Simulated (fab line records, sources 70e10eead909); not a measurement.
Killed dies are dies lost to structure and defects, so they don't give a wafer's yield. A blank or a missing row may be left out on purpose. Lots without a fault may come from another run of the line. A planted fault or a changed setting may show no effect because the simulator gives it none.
fab line records | flow nand_harc
record lots=12 wafers=36 last_day=33
route steps=1302 shown P_M2@344 P_BONDPAD@364 END@1302
lots that met no fault: from a run of the same line without faults
start_h: hours from the record's first day to the start of the lot's first wafer shown | wait_h: hours since the lot's step before | " the same as in the row above | L1.1+2: a row that stands for several wafers | - no value, or no start given | * or withheld: withheld | < > ~ a bound
route shown NAME@n: a module of which the file shows steps, and the number in the route of the first | usual: mean/standard deviation of fault-free wafers | same: alike in all rows | chamber/n: place in a boat | sites: the reading at each site | _std_site: their standard deviation | _edge_site: outer sites' mean less inner sites' | radius_mm: how far each site lies from the wafer's centre | mask NAME#n: copy n | behind: the tool/chamber that last shaped the wafer | hold: why the lot was held/for how many hours/how that ended | device: the transistor (n, p or np) that didn't switch | end of line: the same wafers' tests at the end of the route | a step without rows: its recipe alone | killed: dies lost to structure and defects at the first sort, not the wafer's yield | map: a wafer's dies, x killed, . not, _ none there
set.NAME: the setting as run; set.NAME@STEP: as run at that earlier step | model.NAME: the simulator's own value behind a step, which no gauge read
steps of the route over a sample of lots; a table a step, a row a wafer
services: from which hour (start_h, from the record's first day; less than 0 if before it) a tool's chamber was out of use, for how many hours, and why
## steps
# step NHARC_P_M2_CMP_23
# recipe t_overpolish_s=20 target_thk_nm=144.3
# usual motor_current_A=12.2/1.2 time_to_endpoint_s=27/3.4
# same t_overpolish_s=20
# columns lot.wafer tool chamber start_h wait_h motor_current_A time_to_endpoint_s
L595.1 cmp-01 3 153.60 - 12.1 31
L595.6 " 1 " " 12.5 24
L595.5 " 2 " " 14.0 30
L596.4 cmp-01 3 159.73 - 11.0 30
L596.1 " 0 " " 12.3 24
L596.5 " 2 " " 14.3 29
L598.1 cmp-01 3 182.01 - 11.1 29
L598.4 " 1 " " 12.7 25
L598.6 " 2 " " 14.2 28
L597.1 cmp-03 1 182.66 - 10.3 25
L597.3 " 2 " " 11.0 31
L597.5 " 2 " " 10.6 27
L600.4 cmp-01 3 211.77 - 11.5 30
L600.1 " 1 " " 13.3 22
L600.6 " 2 " " 13.9 29
L602.3 cmp-01 1 230.64 - 12.3 23
L602.4 " 2 " " 14.9 26
L602.2 " 0 " " 12.9 27
L603.1 cmp-01 3 238.20 - 11.8 29
L603.2 " 2 " " 14.4 26
L603.6 " 3 " " 11.2 29
L605.4 cmp-02 1 251.34 - 11.6 36
L605.6 " 1 " " 12.2 34
L605.5 " 2 " " 11.3 25
L606.1 cmp-01 2 257.45 - 13.9 27
L606.5 " 3 " " 11.4 29
L606.6 " 0 " " 12.9 24
L607.4 cmp-01 2 275.91 - 14.3 28
L607.1 " 3 " " 12.1 30
L607.6 " 1 " " 12.3 23
L612.4 cmp-02 1 318.84 - 11.6 35
L612.2 " 2 " " 11.4 26
L612.6 " 0 " " 13.2 27
L616.1 cmp-02 2 366.49 - 11.3 22
L616.2 " 3 " " 10.7 28
L616.3 " 1 " " 11.7 30
# step NHARC_P_BONDPAD_CD_MEAS_09
# recipe target_cd_nm=500 landing_energy_ev=500
# usual cd_nm=499.5/2.2
# columns lot.wafer tool chamber start_h wait_h cd_nm
L595.1 cd_sem-01 0 155.80 - 498.4
L595.5 " 0 " " 494.2
L595.6 " 0 " " 502.1
L596.1 cd_sem-02 0 162.13 - 500.2
L596.4 " 0 " " 497.2
L596.5 " 0 " " 498.0
L598.1 cd_sem-03 0 184.11 - 498.5
L598.4 " 0 " " 500.5
L598.6 " 0 " " 499.7
L597.1 cd_sem-03 0 184.88 - 500.3
L597.3 " 0 " " 496.7
L597.5 " 0 " " 500.6
L600.1 cd_sem-03 0 213.98 - 502.7
L600.4 " 0 " " 500.7
L600.6 " 0 " " 501.4
L602.2 cd_sem-02 0 232.92 - 504.9
L602.3 " 0 " " 499.1
L602.4 " 0 " " 499.6
L603.1 cd_sem-01 0 240.32 - 496.7
L603.2 " 0 " " 497.8
L603.6 " 0 " " 499.2
L605.4 cd_sem-02 0 253.77 - 497.9
L605.5 " 0 " " 497.4
L605.6 " 0 " " 503.6
L606.1 cd_sem-03 0 259.63 - 496.5
L606.5 " 0 " " 502.4
L606.6 " 0 " " 500.7
L607.1 cd_sem-02 0 278.82 - 499.8
L607.4 " 0 " " 501.8
L607.6 " 0 " " 498.7
L612.2 cd_sem-02 0 321.06 - 499.0
L612.4 " 0 " " 494.6
L612.6 " 0 " " 499.2
L616.1 cd_sem-02 0 368.72 - 499.0
L616.2 " 0 " " 497.0
L616.3 " 0 " " 496.3
# step NHARC_P_BONDPAD_PVD_17
# recipe target_thk_a=50 bias_v=168.6 power_w=15000 chamber_pressure_pa=0.12 time_s=8.06 substrate_temp_c=50 material=TaN
# usual throttle_valve_pct=30.2/0.98
# columns lot.wafer tool chamber start_h wait_h throttle_valve_pct
L595.1 pvd_sputter-01 - 157.11 - 31.7
L595.6 " - " " 31.3
L595.5 " - " " 29.2
L596.4 pvd_sputter-02 - 163.45 - 31.5
L596.1 " - " " 29.3
L596.5 " - " " 31.8
L598.4 pvd_sputter-01 - 185.40 - 29.0
L598.1 " - " " 31.3
L598.6 " - " " 29.0
L597.1 pvd_sputter-03 - 186.15 - 31.7
L597.3 " - " " 30.0
L597.5 " - " " 31.4
L600.1 pvd_sputter-02 - 215.25 - 28.9
L600.4 " - " " 30.7
L600.6 " - " " 29.2
L602.2 pvd_sputter-02 - 234.18 - 28.8
L602.3 " - " " 31.3
L602.4 " - " " 29.3
L603.2 pvd_sputter-01 - 241.60 - 29.9
L603.1 " - " " 28.4
L603.6 " - " " 30.7
L605.4 pvd_sputter-03 - 255.06 - 31.7
L605.5 " - " " 29.3
L605.6 " - " " 30.1
L606.1 pvd_sputter-03 - 260.89 - 30.7
L606.5 " - " " 30.6
L606.6 " - " " 31.7
L606.1 pvd_sputter-03 - 261.16 - 30.1
L606.5 " - " " 30.5
L606.6 " - " " 31.7
L607.4 pvd_sputter-03 - 280.08 - 30.2
L607.1 " - " " 30.6
L607.6 " - " " 30.5
L607.4 pvd_sputter-03 - 280.34 - 30.4
L607.1 " - " " 30.2
L607.6 " - " " 30.5
L612.2 pvd_sputter-02 - 322.36 - 30.5
L612.4 " - " " 31.5
L612.6 " - " " 29.7
L612.2 pvd_sputter-02 - 322.63 - 30.1
L612.4 " - " " 31.2
L612.6 " - " " 29.5
L616.2 pvd_sputter-01 - 370.03 - 28.7
L616.3 " - " " 31.3
L616.1 " - " " 29.8
# step NHARC_P_BONDPAD_ACTIVATE_29
# recipe time_s=60 n2_flow_sccm=200 ar_flow_sccm=0 bias_power_w=0 chemistry=N2
# usual drypump_motor_current_A=5.87/0.28 oes_product_au=1.001/0.015 rf_vpp_V=64.2/0.74 showerhead_plenum_p_Torr=1.80/0.055
# columns lot.wafer tool chamber start_h wait_h drypump_motor_current_A oes_product_au rf_hours_counter_h rf_vpp_V showerhead_plenum_p_Torr
L595.1 rie_diel-05 3 158.64 0.1 6.36 1.023 3.5 64.8 1.80
L595.6 " 3 " " 6.37 1.022 - 62.3 1.80
L595.5 " 0 " " 5.99 0.999 - 63.5 1.82
L596.4 rie_diel-05 1 165.17 0.1 5.91 1.004 5.3 64.7 1.86
L596.1 " 2 " " 5.38 0.990 4.6 64.6 1.75
L596.5 " 3 " " 6.36 1.016 - 64.9 1.80
L598.1 rie_diel-12 2 186.94 0.1 5.87 1.014 2.0 64.0 1.85
L598.4 " 1 " " 5.78 1.005 1.8 64.8 1.88
L598.6 " 2 " " 5.89 1.003 - 64.1 1.85
L597.3 rie_diel-12 1 187.73 0.1 5.82 1.004 1.8 63.9 1.88
L597.1 " 3 " " 5.61 1.003 2.2 64.8 1.79
L597.5 " 0 " " 5.95 1.008 - 65.0 1.72
L600.4 rie_diel-05 1 216.83 0.1 5.92 1.012 8.7 64.8 1.86
L600.1 " 0 " " 6.01 0.977 7.9 63.8 1.82
L600.6 " 1 " " 5.92 1.009 - 65.3 1.86
L602.3 rie_diel-12 3 235.78 0.1 5.59 1.012 4.5 64.3 1.79
L602.2 " 0 " " 6.01 1.022 4.1 63.7 1.72
L602.4 " 2 " " 5.87 1.018 4.1 63.5 1.85
L603.1 rie_diel-12 0 243.16 0.1 5.98 1.018 4.5 63.7 1.72
L603.2 " 1 " " 5.78 1.002 4.0 63.7 1.88
L603.6 " 3 " " 5.59 0.987 - 63.6 1.79
L605.4 rie_diel-05 0 256.73 0.1 5.99 0.970 0.7 64.5 1.82
L605.5 " 2 " " 5.37 1.005 - 62.5 1.75
L605.6 " 3 " " 6.36 1.010 - 64.0 1.80
L606.1 rie_diel-05 2 263.45 0.3 5.38 1.002 0.7 64.5 1.75
L606.5 " 0 " " 5.99 0.970 - 65.4 1.82
L606.6 " 1 " " 5.95 0.995 - 64.4 1.85
L607.4 rie_diel-12 1 281.95 0.1 5.81 1.002 0.1 64.0 1.88
L607.1 " 2 " " 5.85 1.018 0.2 64.0 1.85
L607.6 " 0 " " 5.93 0.987 - 64.0 1.72
L612.4 rie_diel-10 3 324.22 0.1 6.06 0.991 4.1 63.9 1.65
L612.2 " 2 " " 5.97 0.996 4.4 62.3 1.65
L612.6 " 0 " " 5.95 1.013 - 64.4 1.73
L616.2 rie_diel-12 3 371.61 0.1 5.59 1.007 2.7 64.9 1.79
L616.3 " 0 " " 5.94 0.977 2.7 63.6 1.72
L616.1 " 2 " " 5.87 1.030 2.2 65.0 1.85
# step NHARC_END_SORT_01
# recipe temp_c=25
# usual defect_limited_yield=92.4/2.2 killed_at_array=46/15 killed_at_other=1.0/1.3 killed_at_periphery=4/3 killed_dies=51/15 killed_open=3.2/1.8 killed_short=2.5/1.5 sort_bin_2_pct=2.7/1.1 sort_bin_3_pct=0.6/0.34 sort_bin_4_pct=4.3/1.3 sort_n_pass=626/15 sort_rim_yield_pct=89/4.4 sort_yield_pct=92.4/2.2
# same gross_dies=677 sort_bin_5_pct[%]=0 sort_bin_6_pct[%]=0 sort_bin_7_pct[%]=0 sort_bin_8_pct[%]=0 sort_rim_n_gross=106.00
# columns lot.wafer tool chamber start_h wait_h defect_limited_yield[%] killed_at_array killed_at_other killed_at_periphery killed_dies killed_open killed_short sort_bin_2_pct[%] sort_bin_3_pct[%] sort_bin_4_pct[%] sort_n_pass sort_rim_yield_pct[%] sort_yield_pct[%]
L595.1 prober-01 0 616.51 2.5 91.1 58 0 2 60 3 5 3.4 0.7 4.7 617 94 91.1
L595.5 prober-01 0 619.71 3.7 92.6 43 0 7 50 1 1 1.9 0.9 4.6 627 82 92.6
L595.6 prober-01 0 620.51 4.0 90.0 63 0 5 68 6 2 3.5 0.4 6.1 609 92 90.0
L600.1 prober-02 0 654.69 2.5 93.1 39 3 5 47 5 3 2.8 0.7 3.4 630 87 93.1
L600.4 prober-02 0 657.12 3.4 94.7 30 3 3 36 3 0 1.8 0.7 2.8 641 90 94.7
L600.6 prober-02 0 658.74 4.0 92.5 49 2 0 51 5 1 1.8 0.3 5.5 626 86 92.5
L605.4 prober-01 0 672.56 3.4 93.2 41 0 5 46 2 3 1.8 0.6 4.4 631 92 93.2
L605.5 prober-01 0 673.36 3.7 92.5 47 1 3 51 0 2 1.5 0.1 5.9 626 91 92.5
L605.6 prober-01 0 674.17 4.0 93.2 42 0 4 46 5 4 2.2 0.1 4.4 631 91 93.2
L612.2 prober-02 0 748.33 2.8 89.8 66 0 3 69 7 2 2.8 0.7 6.6 608 92 89.8
L612.4 prober-02 0 749.93 3.4 93.6 43 0 0 43 3 0 2.2 0.4 3.7 634 86 93.6
L612.6 prober-02 0 751.53 4.0 93.4 44 0 1 45 1 1 1.5 0.7 4.4 632 86 93.4
# killed by level:class
L595.1 A_CHANNEL_HOLE_D2:chamber_film_flake=33 A_SLIT:chamber_film_flake=11 A_CONTACT:chamber_film_flake=4 A_CHANNEL_HOLE_D1:chamber_film_flake=2 P_CONTACT:geometric_particle:open=1 A_CHANNEL_HOLE_D1:geometric_particle:short=1 A_DECK1_JOINT:geometric_particle:short=1 A_DECK1_JOINT:geometric_particle:open=1
L595.5 A_CHANNEL_HOLE_D2:chamber_film_flake=19 A_SLIT:chamber_film_flake=16 P_GATE:chamber_film_flake=5 A_CONTACT:chamber_film_flake=3 P_M1:chamber_film_flake=2 A_CHANNEL_FILL_D2:geometric_particle:open=1 A_WL_FILL:geometric_particle:short=1 A_CHANNEL_FILL_D2:chamber_film_flake=1
L595.6 A_CHANNEL_HOLE_D2:chamber_film_flake=32 A_SLIT:chamber_film_flake=19 A_CONTACT:chamber_film_flake=6 P_CONTACT:geometric_particle:open=2 P_CONTACT:geometric_particle:short=1 P_M0:geometric_particle:open=1 A_ONON_D1:geometric_particle:open=1 A_CHANNEL_FILL_D2:geometric_particle:open=1
L600.1 A_SLIT:chamber_film_flake=18 A_CHANNEL_HOLE_D1:chamber_film_flake=7 A_CHANNEL_HOLE_D2:chamber_film_flake=5 P_M0:geometric_particle:open=2 A_STAIRCASE:chamber_film_flake=2 A_BONDPAD:chamber_film_flake=2 THIN_TSV:chamber_film_flake=2 P_STI:geometric_particle:short=1
L600.4 A_SLIT:chamber_film_flake=19 A_CHANNEL_HOLE_D2:chamber_film_flake=4 A_ZERO_WELL:chamber_film_flake=2 THIN_TSV:chamber_film_flake=2 P_GATE:geometric_particle:open=1 A_ONON_D2:geometric_particle:open=1 A_CHANNEL_HOLE_D2:geometric_particle:open=1 P_STI:chamber_film_flake=1
L600.6 A_SLIT:chamber_film_flake=24 A_CHANNEL_HOLE_D2:chamber_film_flake=7 A_CONTACT:chamber_film_flake=3 A_ZERO_WELL:chamber_film_flake=2 A_STAIRCASE:chamber_film_flake=2 A_WL_FILL:chamber_film_flake=2 THIN_TSV:chamber_film_flake=2 A_CHANNEL_HOLE_D1:geometric_particle:open=1
L605.4 A_CHANNEL_HOLE_D2:chamber_film_flake=13 A_CONTACT:chamber_film_flake=7 A_CHANNEL_FILL_D2:chamber_film_flake=6 A_CHANNEL_HOLE_D1:chamber_film_flake=5 A_STAIRCASE:chamber_film_flake=4 P_GATE:chamber_film_flake=3 A_WL_FILL:geometric_particle:open=2 A_ONON_D1:geometric_particle:short=1
L605.5 A_CHANNEL_HOLE_D2:chamber_film_flake=10 A_CONTACT:chamber_film_flake=9 A_CHANNEL_HOLE_D1:chamber_film_flake=7 A_CHANNEL_FILL_D2:chamber_film_flake=6 A_STAIRCASE:chamber_film_flake=6 A_SLIT:chamber_film_flake=3 A_WL_FILL:chamber_film_flake=3 A_CHANNEL_HOLE_D1:geometric_particle:short=1
L605.6 A_CHANNEL_HOLE_D2:chamber_film_flake=11 A_CHANNEL_FILL_D2:chamber_film_flake=7 A_CHANNEL_HOLE_D1:chamber_film_flake=6 A_STAIRCASE:chamber_film_flake=4 A_SLIT:chamber_film_flake=3 A_CONTACT:chamber_film_flake=3 P_CONTACT:geometric_particle:open=2 A_WL_FILL:geometric_particle:short=2
L612.2 A_CHANNEL_HOLE_D1:chamber_film_flake=27 A_CHANNEL_HOLE_D2:chamber_film_flake=25 A_SLIT:chamber_film_flake=4 A_ONON_D1:geometric_particle:open=2 A_STAIRCASE:chamber_film_flake=2 P_GATE:geometric_particle:open=1 P_M1:geometric_particle:open=1 A_ONON_D2:geometric_particle:open=1
L612.4 A_CHANNEL_HOLE_D2:chamber_film_flake=18 A_CHANNEL_HOLE_D1:chamber_film_flake=17 A_SLIT:chamber_film_flake=3 A_ONON_D1:geometric_particle:open=1 A_DECK1_JOINT:geometric_particle:open=1 A_M0:geometric_particle:open=1 A_STAIRCASE:chamber_film_flake=1 A_CONTACT:chamber_film_flake=1
L612.6 A_CHANNEL_HOLE_D2:chamber_film_flake=20 A_CHANNEL_HOLE_D1:chamber_film_flake=16 A_SLIT:chamber_film_flake=3 A_STAIRCASE:chamber_film_flake=2 A_DECK1_JOINT:geometric_particle:open=1 A_BLC:geometric_particle:short=1 P_CONTACT:chamber_film_flake=1 A_DECK1_JOINT:chamber_film_flake=1
## services
# columns tool chamber start_h hours kind
cmp-01 - 135.44 0.5 repair
rie_diel-12 1 139.26 4.8 repair
cmp-01 - 144.55 3.3 repair
rie_diel-12 2 146.82 6.7 repair
rie_diel-12 1 159.29 3.9 repair
pvd_sputter-03 - 170.00 10.0 pm
pvd_sputter-01 - 172.94 7.0 repair
cmp-01 - 173.83 0.6 repair
cmp-01 - 185.52 4.0 pm
pvd_sputter-02 - 199.94 1.1 repair
rie_diel-12 0 208.82 1.9 repair
rie_diel-05 3 216.91 8.7 repair
pvd_sputter-01 - 226.00 10.0 pm
rie_diel-05 - 229.93 9.0 pm
rie_diel-12 3 264.07 2.9 repair
rie_diel-12 - 268.49 9.0 pm
cmp-01 - 283.52 4.0 pm
pvd_sputter-02 - 286.88 10.0 pm
rie_diel-12 - 299.90 0.9 repair
cmp-01 - 327.42 0.6 repair
cmp-01 - 330.23 0.3 repair
rie_diel-12 1 345.71 34.8 repair
pvd_sputter-03 - 348.00 10.0 pm
rie_diel-05 1 359.38 5.8 repair
## key
first_sign step=NHARC_P_BONDPAD_PVD_17 reading=visit direction=added
effect none on later readings
met_at NHARC_P_BONDPAD_PVD_17
struck_lots L606,L607,L612
not_acting_at NHARC_P_M2_CMP_23,NHARC_P_BONDPAD_CD_MEAS_09,NHARC_P_BONDPAD_ACTIVATE_29
fault kind=repeated_step_whole tool=pvd_sputter-01,pvd_sputter-02,pvd_sputter-03 chamber=- onset_h=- steps=NHARC_P_BONDPAD_PVD_17 times=1 scope=struck_lots_only
